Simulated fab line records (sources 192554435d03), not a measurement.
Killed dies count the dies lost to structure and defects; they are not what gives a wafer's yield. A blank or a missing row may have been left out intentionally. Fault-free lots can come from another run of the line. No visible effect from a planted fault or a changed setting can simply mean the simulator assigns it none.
3 desks, one fault ; flow n5-finfet ; each desk holds nothing but its own numbers, with what lay behind them at the end

== THE DEFECT DESK ==
What the inspections along the route counted, lot by lot: means of the sampled wafers that have a number. If a lot's mean is further than 4 standard deviations from the usual mean, the lot is out of limits and carries the mark OUT (the distance appears in the brackets).
Columns: A = raw-defect-count at N5_MOL_CONTACT_COAG_INSPECT_97, usual 43
lot;first seen here;A
L607;day 5 18:36;47
L610;day 6 08:45;52
L612;day 6 23:33;41
L614;day 7 17:24;34
L618;day 8 10:45;30
L620;day 9 00:32;40
L624;day 9 19:33;41
L628;day 10 21:35;52
L629;day 11 01:23;37
This desk's finding: nothing out of limits on any of the 9 lots.

== TOOL OWNER'S DESK, pecvd-02 ==
The tool's own readings at N5_BEOL_M0_SAQP_PECVD_03 (deposits SiCN from 3MS/NH3, target thk 12 nm, time 21.1 s): means of the sampled wafers that have a number, for each lot that ran on this tool. If a lot's mean is further than 4 standard deviations from the usual mean, the lot is out of limits and carries the mark OUT (the distance appears in the brackets).
Columns: A = run-length-s at N5_BEOL_M0_SAQP_PECVD_03, usual 51.0 s; B = showerhead-plenum-p-Torr at N5_BEOL_M0_SAQP_PECVD_03, usual 3.658 Torr; C = throttle-valve-pct at N5_BEOL_M0_SAQP_PECVD_03, usual 9.2 %
lot;first seen here;A;B;C
L607;day 5 19:23;50.9;3.664;9.1
L610;day 6 09:52;50.8;3.659;9.1
L618;day 8 13:50;50.7;3.659;9.1
L628;day 11 01:04;53.1;3.660;8.9
This desk's finding: nothing out of limits on any of the 4 lots.

== THE METROLOGY DESK ==
Lot by lot, what the gauges showed, no matter which tool ran the lot: averages of those sampled wafers that carry a number. If a lot's mean is further than 4 standard deviations from the usual mean, the lot is out of limits and carries the mark OUT (the distance appears in the brackets). Of its 11 readings 7 are shown: those that lie furthest out on some lot.
Columns: A = thk-nm at N5_BEOL_M0_SAQP_THK_MEAS_05, usual 59.8 nm; B = DIBL_P at N5_BEOL_M4_RC_MEAS_101, usual 36.5 mV/V; C = IOFF_P at N5_BEOL_M4_RC_MEAS_101, usual 0.22 nA/um; D = ION_N at N5_BEOL_M4_RC_MEAS_101, usual 675 uA/um; E = ION_P at N5_BEOL_M4_RC_MEAS_101, usual 463 uA/um; F = VT_N at N5_BEOL_M4_RC_MEAS_101, usual 249 mV; G = VT_P at N5_BEOL_M4_RC_MEAS_101, usual -250 mV
lot;first seen here;A;B;C;D;E;F;G
L607;day 5 19:35;59.9;35.9;0.22;685;465;246;-246
L610;day 6 10:05;59.1;32.7;0.15;654;450;255;-256
L612;day 7 03:46;59.9;35.3;0.19;659;455;251;-252
L614;day 7 20:11;59.9;38.0;0.26;687;470;245;-247
L618;day 8 14:02;60.2;36.4;0.23;674;465;248;-249
L620;day 9 02:41;59.4;37.5;0.28;677;470;247;-245
L624;day 9 21:10;58.1;39.1;0.21;679;462;250;-254
L628;day 11 01:17;59.0;37.9;0.25;688;469;245;-248
L629;day 11 02:18;60.5;34.3;0.19;659;461;253;-250
This desk's finding: nothing out of limits on any of the 9 lots.

== BROUGHT TOGETHER ==
No out-of-limits result turned up at the defect desk.
The tool owner's desk saw nothing out of limits.
The metrology desk saw nothing out of limits.

== WHAT HAD BEEN PUT IN BY THE SIMULATOR ==
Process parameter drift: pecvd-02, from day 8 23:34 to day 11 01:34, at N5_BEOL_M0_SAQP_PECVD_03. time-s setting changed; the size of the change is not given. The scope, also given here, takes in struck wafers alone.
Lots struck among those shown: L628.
